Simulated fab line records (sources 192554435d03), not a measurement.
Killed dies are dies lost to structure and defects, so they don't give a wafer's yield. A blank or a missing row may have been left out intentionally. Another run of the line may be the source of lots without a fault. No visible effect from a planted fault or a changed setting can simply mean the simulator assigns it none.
Which tool did it?    flow n5_finfet    23 lots with 69 wafers sampled at 6 steps, on a route of 1938 steps

## WHAT THE GAUGES SHOWED, per wafer
No reading from a measuring or inspecting step in the record can be judged against a usual standard deviation.

## WHAT TOOL EACH LOT RAN ON (gives the tool, then ch and the chambers of the sampled wafers, and finally the start)
lot   N5_BEOL_M4_HM_OPEN_17              N5_BEOL_M4_STRIP_97                            N5_BEOL_M4_DEGAS_44           N5_BEOL_M4_ANNEAL_49          N5_BEOL_M4_SPUTTER_86         N5_BEOL_M4_SPUTTER_92
L074  rie_metal-03 ch 0,1, day 7 11:27   rie_diel-06 ch 2,3, day 7 17:48 or earlier     pvd_sputter-01, day 7 17:48   pvd_sputter-01, day 7 18:31   pvd_sputter-01, day 7 19:06   pvd_sputter-01, day 7 19:46
L075  rie_metal-01 ch 0,1, day 7 11:41   rie_diel-06 ch 0,2, day 7 18:15 or earlier     pvd_sputter-03, day 7 18:15   pvd_sputter-03, day 7 19:03   pvd_sputter-03, day 7 19:38   pvd_sputter-03, day 7 20:17
L076  rie_metal-03 ch 0,1, day 8 02:32   rie_diel-06 ch 0,2,3, day 8 07:56 or earlier   pvd_sputter-03, day 8 07:56   pvd_sputter-01, day 8 08:52   pvd_sputter-01, day 8 09:27   pvd_sputter-01, day 8 10:07
L077  rie_metal-02 ch 0,1, day 8 03:28   rie_diel-05 ch 1,2, day 8 11:02 or earlier     pvd_sputter-03, day 8 11:02   pvd_sputter-01, day 8 11:43   pvd_sputter-01, day 8 12:17   pvd_sputter-01, day 8 12:57
L078  rie_metal-03 ch 0, day 8 18:02     rie_diel-05 ch 0,1,3, day 8 20:23 or earlier   pvd_sputter-01, day 8 20:23   pvd_sputter-03, day 8 22:10   pvd_sputter-03, day 8 22:45   pvd_sputter-03, day 8 23:25
L080  rie_metal-02 ch 0,1, day 8 20:49   rie_diel-02 ch 0,1,2, day 9 00:41 or earlier   pvd_sputter-03, day 9 00:41   pvd_sputter-01, day 9 01:25   pvd_sputter-01, day 9 02:00   pvd_sputter-01, day 9 02:40
L079  rie_metal-03 ch 0, day 9 00:24     rie_diel-02 ch 0,1,3, day 9 03:48 or earlier   pvd_sputter-01, day 9 03:48   pvd_sputter-01, day 9 04:56   pvd_sputter-01, day 9 05:31   pvd_sputter-01, day 9 06:11
L081  rie_metal-02 ch 0,1, day 9 07:45   rie_diel-06 ch 0,3, day 9 09:46 or earlier     pvd_sputter-01, day 9 09:46   pvd_sputter-02, day 9 10:29   pvd_sputter-02, day 9 11:04   pvd_sputter-02, day 9 11:44
L082  rie_metal-03 ch 0,1, day 9 10:08   rie_diel-02 ch 0,1,3, day 9 13:07 or earlier   pvd_sputter-02, day 9 13:07   pvd_sputter-03, day 9 14:16   pvd_sputter-03, day 9 14:50   pvd_sputter-03, day 9 15:30
L083  rie_metal-03 ch 0,1, day 9 19:40   rie_diel-05 ch 1,3, day 10 02:40 or earlier    pvd_sputter-02, day 10 02:40  pvd_sputter-01, day 10 03:50  pvd_sputter-01, day 10 04:25  pvd_sputter-01, day 10 05:04
L084  rie_metal-01 ch 0,1, day 10 08:25  rie_diel-05 ch 0,3, day 10 10:22 or earlier    pvd_sputter-01, day 10 10:22  pvd_sputter-02, day 10 11:13  pvd_sputter-02, day 10 11:48  pvd_sputter-02, day 10 12:28
L086  rie_metal-02 ch 0,1, day 10 10:17  rie_diel-02 ch 0,1,3, day 10 13:42 or earlier  pvd_sputter-01, day 10 13:42  pvd_sputter-02, day 10 14:40  pvd_sputter-02, day 10 15:14  pvd_sputter-02, day 10 15:54
L085  rie_metal-01 ch 0, day 10 14:41    rie_diel-06 ch 1,3, day 10 16:54 or earlier    pvd_sputter-02, day 10 16:54  pvd_sputter-01, day 10 17:34  pvd_sputter-01, day 10 18:08  pvd_sputter-01, day 10 18:48
L087  rie_metal-02 ch 0,1, day 10 20:47  rie_diel-06 ch 0,1,3, day 11 02:56 or earlier  pvd_sputter-02, day 11 02:56  pvd_sputter-02, day 11 03:48  pvd_sputter-02, day 11 04:23  pvd_sputter-02, day 11 05:02
L089  rie_metal-03 ch 0,1, day 11 03:10  rie_diel-05 ch 0,1, day 11 13:35 or earlier    pvd_sputter-02, day 11 13:35  pvd_sputter-03, day 11 14:33  pvd_sputter-03, day 11 15:08  pvd_sputter-03, day 11 15:47
L090  rie_metal-02 ch 0,1, day 11 11:26  rie_diel-06 ch 0,1,2, day 11 13:57 or earlier  pvd_sputter-03, day 11 13:57  pvd_sputter-02, day 11 14:49  pvd_sputter-02, day 11 15:24  pvd_sputter-02, day 11 16:04
L091  rie_metal-02 ch 0,1, day 12 00:01  rie_diel-02 ch 0,2, day 12 05:59 or earlier    pvd_sputter-02, day 12 05:59  pvd_sputter-02, day 12 06:52  pvd_sputter-02, day 12 07:27  pvd_sputter-02, day 12 08:07
L092  rie_metal-03 ch 0,1, day 12 01:17  rie_diel-02 ch 0,2,3, day 12 09:29 or earlier  pvd_sputter-01, day 12 09:29  pvd_sputter-03, day 12 10:08  pvd_sputter-03, day 12 10:43  pvd_sputter-03, day 12 11:23
L093  rie_metal-02 ch 0,1, day 12 06:35  rie_diel-02 ch 0,2,3, day 12 12:42 or earlier  pvd_sputter-03, day 12 12:42  pvd_sputter-02, day 12 13:43  pvd_sputter-02, day 12 14:17  pvd_sputter-02, day 12 14:57
L094  rie_metal-03 ch 0,1, day 12 12:56  rie_diel-05 ch 0,1,2, day 12 15:42 or earlier  pvd_sputter-01, day 12 15:42  pvd_sputter-01, day 12 16:28  pvd_sputter-01, day 12 17:03  pvd_sputter-01, day 12 17:43
L095  rie_metal-01 ch 0,1, day 12 16:17  rie_diel-02 ch 0,1,3, day 12 21:10 or earlier  pvd_sputter-01, day 12 21:10  pvd_sputter-01, day 12 22:01  pvd_sputter-01, day 12 22:35  pvd_sputter-01, day 12 23:15
L096  rie_metal-01 ch 0,1, day 13 01:07  rie_diel-02 ch 0,1,2, day 13 08:37 or earlier  pvd_sputter-03, day 13 08:37  pvd_sputter-01, day 13 09:41  pvd_sputter-01, day 13 10:16  pvd_sputter-01, day 13 10:55
L097  rie_metal-02 ch 0,1, day 13 01:11  rie_diel-02 ch 0,1, day 13 12:11 or earlier    pvd_sputter-02, day 13 12:11  pvd_sputter-02, day 13 12:58  pvd_sputter-02, day 13 13:33  pvd_sputter-02, day 13 14:13
- N5_BEOL_M4_HM_OPEN_17: chemistry Cl2/BCl3, target TiN, target depth 20 nm, overetch 6 nm.
- N5_BEOL_M4_STRIP_97: strips in N2/H2, time 10 s.
- N5_BEOL_M4_DEGAS_44: time 60 s.
- N5_BEOL_M4_ANNEAL_49: time 240 s.
- N5_BEOL_M4_SPUTTER_86: material Cu, target thk 4.5 nm, time 8.29 s.
- N5_BEOL_M4_SPUTTER_92: material Cu, target thk 4.5 nm, time 8.29 s.

## AS READ BY THE TOOLS THEMSELVES (means over the sampled wafers that have a number; for cases with no such wafer, the mark the record gives instead)
N5_BEOL_M4_HM_OPEN_17.
lot   tool          bias_w (W)  chamber_pressure_mTorr (mTorr)  drypump_motor_current_A (A)  oes_ar_750_au (a.u.)  oes_product_au (a.u.)  rf_fwd_power_W (W)  throttle_valve_pct (%)
L074  rie_metal-03  125.8       9.995                           6.3                          0.88                  0.77                   992.2               22.35
L075  rie_metal-01  125.8       10.004                          5.8                          0.79                  0.69                   993.8               22.10
L076  rie_metal-03  126.4       9.996                           6.4                          0.84                  0.73                   991.6               22.20
L077  rie_metal-02  126.0       10.001                          5.6                          0.83                  0.70                   991.8               22.03
L078  rie_metal-03  125.8       9.996                           6.5                          0.80                  0.70                   990.4               22.06
L080  rie_metal-02  125.8       9.995                           6.0                          0.79                  0.67                   993.8               21.97
L079  rie_metal-03  126.1       10.001                          6.5                          0.80                  0.71                   993.4               22.05
L081  rie_metal-02  126.0       9.988                           5.6                          0.81                  0.69                   993.4               22.05
L082  rie_metal-03  126.1       10.002                          6.3                          0.87                  0.75                   994.8               22.35
L083  rie_metal-03  125.3       10.006                          6.4                          0.82                  0.72                   995.6               22.21
L084  rie_metal-01  126.4       9.995                           5.8                          0.77                  0.67                   990.0               22.12
L086  rie_metal-02  125.9       9.995                           6.0                          0.78                  0.67                   995.7               21.97
L085  rie_metal-01  125.8       9.987                           5.8                          0.77                  0.67                   990.4               22.07
L087  rie_metal-02  126.2       9.999                           6.0                          0.78                  0.66                   994.7               21.99
L089  rie_metal-03  126.0       10.005                          6.4                          0.82                  0.71                   995.3               22.22
L090  rie_metal-02  126.3       10.000                          5.6                          0.80                  0.68                   990.4               22.06
L091  rie_metal-02  125.9       9.996                           5.6                          0.80                  0.68                   993.8               22.07
L092  rie_metal-03  125.9       10.000                          6.3                          0.83                  0.72                   989.9               22.37
L093  rie_metal-02  125.9       9.998                           6.0                          0.77                  0.66                   993.9               21.98
L094  rie_metal-03  125.8       10.001                          6.4                          0.81                  0.70                   991.5               22.23
L095  rie_metal-01  126.0       10.002                          5.8                          0.76                  0.65                   992.4               22.11
L096  rie_metal-01  125.8       10.016                          5.8                          0.76                  0.65                   991.8               22.11
L097  rie_metal-02  126.1       9.997                           5.6                          0.79                  0.68                   997.7               22.07

N5_BEOL_M4_STRIP_97.
lot   tool         chamber_pressure_mTorr (mTorr)  drypump_motor_current_A (A)  oes_product_au (a.u.)  rf_vpp_V (V)  showerhead_plenum_p_Torr (Torr)  throttle_valve_pct (%)
L074  rie_diel-06  19.959                          5.6                          0.80                   58.8          2.56                             23.64
L075  rie_diel-06  20.016                          6.1                          0.74                   59.8          2.53                             24.03
L076  rie_diel-06  20.004                          5.9                          0.76                   58.8          2.54                             23.88
L077  rie_diel-05  19.991                          5.8                          0.80                   59.6          2.59                             23.80
L078  rie_diel-05  19.999                          5.7                          0.81                   59.7          2.59                             23.65
L080  rie_diel-02  20.008                          6.0                          0.76                   59.3          2.58                             23.77
L079  rie_diel-02  20.013                          6.3                          0.77                   58.8          2.59                             23.81
L081  rie_diel-06  19.989                          5.9                          0.78                   58.6          2.54                             23.97
L082  rie_diel-02  20.003                          6.2                          0.77                   59.3          2.59                             23.80
L083  rie_diel-05  20.000                          6.0                          0.81                   59.3          2.59                             23.82
L084  rie_diel-05  19.997                          5.5                          0.78                   59.2          2.57                             23.53
L086  rie_diel-02  19.999                          6.3                          0.76                   58.4          2.58                             23.83
L085  rie_diel-06  19.995                          5.7                          0.76                   58.6          2.57                             23.72
L087  rie_diel-06  19.980                          5.9                          0.72                   58.5          2.55                             23.87
L089  rie_diel-05  20.004                          5.7                          0.78                   59.7          2.54                             23.73
L090  rie_diel-06  19.985                          5.9                          0.71                   59.4          2.55                             23.81
L091  rie_diel-02  20.000                          6.1                          0.78                   59.4          2.63                             23.90
L092  rie_diel-02  19.995                          5.8                          0.74                   59.0          2.58                             23.96
L093  rie_diel-02  19.989                          5.8                          0.75                   60.6          2.58                             23.96
L094  rie_diel-05  20.003                          5.5                          0.75                   59.2          2.56                             23.69
L095  rie_diel-02  19.987                          6.3                          0.83                   58.2          2.57                             23.69
L096  rie_diel-02  20.000                          6.0                          0.81                   59.9          2.56                             23.65
L097  rie_diel-02  19.988                          6.4                          0.85                   59.1          2.63                             23.64

N5_BEOL_M4_DEGAS_44.
lot   tool            heater_power_w (W)
L074  pvd_sputter-01  333
L075  pvd_sputter-03  357
L076  pvd_sputter-03  330
L077  pvd_sputter-03  319
L078  pvd_sputter-01  321
L080  pvd_sputter-03  319
L079  pvd_sputter-01  319
L081  pvd_sputter-01  323
L082  pvd_sputter-02  308
L083  pvd_sputter-02  300
L084  pvd_sputter-01  318
L086  pvd_sputter-01  311
L085  pvd_sputter-02  298
L087  pvd_sputter-02  304
L089  pvd_sputter-02  297
L090  pvd_sputter-03  303
L091  pvd_sputter-02  306
L092  pvd_sputter-01  322
L093  pvd_sputter-03  310
L094  pvd_sputter-01  316
L095  pvd_sputter-01  318
L096  pvd_sputter-03  319
L097  pvd_sputter-02  302

N5_BEOL_M4_ANNEAL_49.
lot   tool            heater_power_w (W)  susceptor_temp_C_max
L074  pvd_sputter-01  803                 401.5
L075  pvd_sputter-03  842                 400.7
L076  pvd_sputter-01  816                 401.6
L077  pvd_sputter-01  802                 401.3
L078  pvd_sputter-03  750                 400.9
L080  pvd_sputter-01  790                 401.0
L079  pvd_sputter-01  791                 401.4
L081  pvd_sputter-02  772                 400.6
L082  pvd_sputter-03  797                 400.8
L083  pvd_sputter-01  807                 400.9
L084  pvd_sputter-02  764                 400.9
L086  pvd_sputter-02  769                 400.5
L085  pvd_sputter-01  812                 401.2
L087  pvd_sputter-02  773                 400.5
L089  pvd_sputter-03  877                 400.9
L090  pvd_sputter-02  782                 400.7
L091  pvd_sputter-02  742                 400.6
L092  pvd_sputter-03  830                 400.8
L093  pvd_sputter-02  758                 400.8
L094  pvd_sputter-01  790                 401.2
L095  pvd_sputter-01  826                 401.0
L096  pvd_sputter-01  816                 400.9
L097  pvd_sputter-02  803                 400.4

N5_BEOL_M4_SPUTTER_86.
lot   tool            chamber_pressure_pa (Pa)  substrate_temp_c (C)  throttle_valve_pct (%)
L074  pvd_sputter-01  0.06995                   -20.01                30.7
L075  pvd_sputter-03  0.06994                   -19.91                30.3
L076  pvd_sputter-01  0.07003                   -19.99                31.1
L077  pvd_sputter-01  0.06991                   -20.00                30.3
L078  pvd_sputter-03  0.07002                   -19.97                29.9
L080  pvd_sputter-01  0.06993                   -19.95                29.7
L079  pvd_sputter-01  0.06995                   -20.05                30.1
L081  pvd_sputter-02  0.06985                   -19.94                28.4
L082  pvd_sputter-03  0.06988                   -20.04                30.7
L083  pvd_sputter-01  0.06992                   -19.91                29.7
L084  pvd_sputter-02  0.06994                   -20.09                29.5
L086  pvd_sputter-02  0.07002                   -20.04                28.3
L085  pvd_sputter-01  0.07001                   -20.05                30.5
L087  pvd_sputter-02  0.06984                   -20.06                29.6
L089  pvd_sputter-03  0.06996                   -20.02                31.5
L090  pvd_sputter-02  0.06988                   -19.98                28.2
L091  pvd_sputter-02  0.07001                   -20.03                29.7
L092  pvd_sputter-03  0.07007                   -20.02                30.7
L093  pvd_sputter-02  0.07007                   -19.99                28.6
L094  pvd_sputter-01  0.06997                   -19.92                29.8
L095  pvd_sputter-01  0.07009                   -20.08                29.9
L096  pvd_sputter-01  0.06993                   -20.03                29.9
L097  pvd_sputter-02  0.06998                   -20.06                29.2

N5_BEOL_M4_SPUTTER_92.
lot   tool            chamber_pressure_pa (Pa)  substrate_temp_c (C)  throttle_valve_pct (%)
L074  pvd_sputter-01  0.07010                   -19.89                30.7
L075  pvd_sputter-03  0.07002                   -19.93                30.3
L076  pvd_sputter-01  0.07010                   -20.02                30.8
L077  pvd_sputter-01  0.06988                   -20.03                30.4
L078  pvd_sputter-03  0.07002                   -20.10                30.0
L080  pvd_sputter-01  0.07008                   -19.94                29.6
L079  pvd_sputter-01  0.06994                   -20.11                30.2
L081  pvd_sputter-02  0.07005                   -19.93                28.6
L082  pvd_sputter-03  0.07007                   -20.05                30.7
L083  pvd_sputter-01  0.07009                   -20.01                29.7
L084  pvd_sputter-02  0.07006                   -19.92                29.6
L086  pvd_sputter-02  0.07002                   -20.02                28.3
L085  pvd_sputter-01  0.07004                   -20.03                30.5
L087  pvd_sputter-02  0.07006                   -20.01                29.5
L089  pvd_sputter-03  0.06985                   -20.02                31.3
L090  pvd_sputter-02  0.07011                   -20.03                27.9
L091  pvd_sputter-02  0.07005                   -20.02                29.7
L092  pvd_sputter-03  0.06998                   -19.98                30.7
L093  pvd_sputter-02  0.06997                   -19.97                28.6
L094  pvd_sputter-01  0.07002                   -19.96                29.8
L095  pvd_sputter-01  0.07008                   -19.94                29.9
L096  pvd_sputter-01  0.06994                   -20.06                29.8
L097  pvd_sputter-02  0.07016                   -20.06                29.2

## THE ANSWER, worked out from the rows above alone
Rule: the lots themselves supply what counts as usual. The widest of any qualifying gaps counts: lots, ordered by their means at a reading, are off when they make up no more than a third of the lots, leave a main group of 4 or more, and stand apart from it by 3 or more times the standard deviation of that group's means. A main group whose means are all the same, to the digits that the tables above print for the reading, isn't used. Also off: a lot with no number at a reading for which 4 or more lots have one. The other lots that the step has rows for count as sound. First the gauges in route order, then the tools' own readings, where a lot's mean is used as printed above. At the first step where some lot is off, the reading lying furthest off is the one used; lots without a number count as furthest.
Across all readings shown, no lot is off: no conclusion can be drawn from this.

## WHAT THE SIMULATOR HAD INSERTED
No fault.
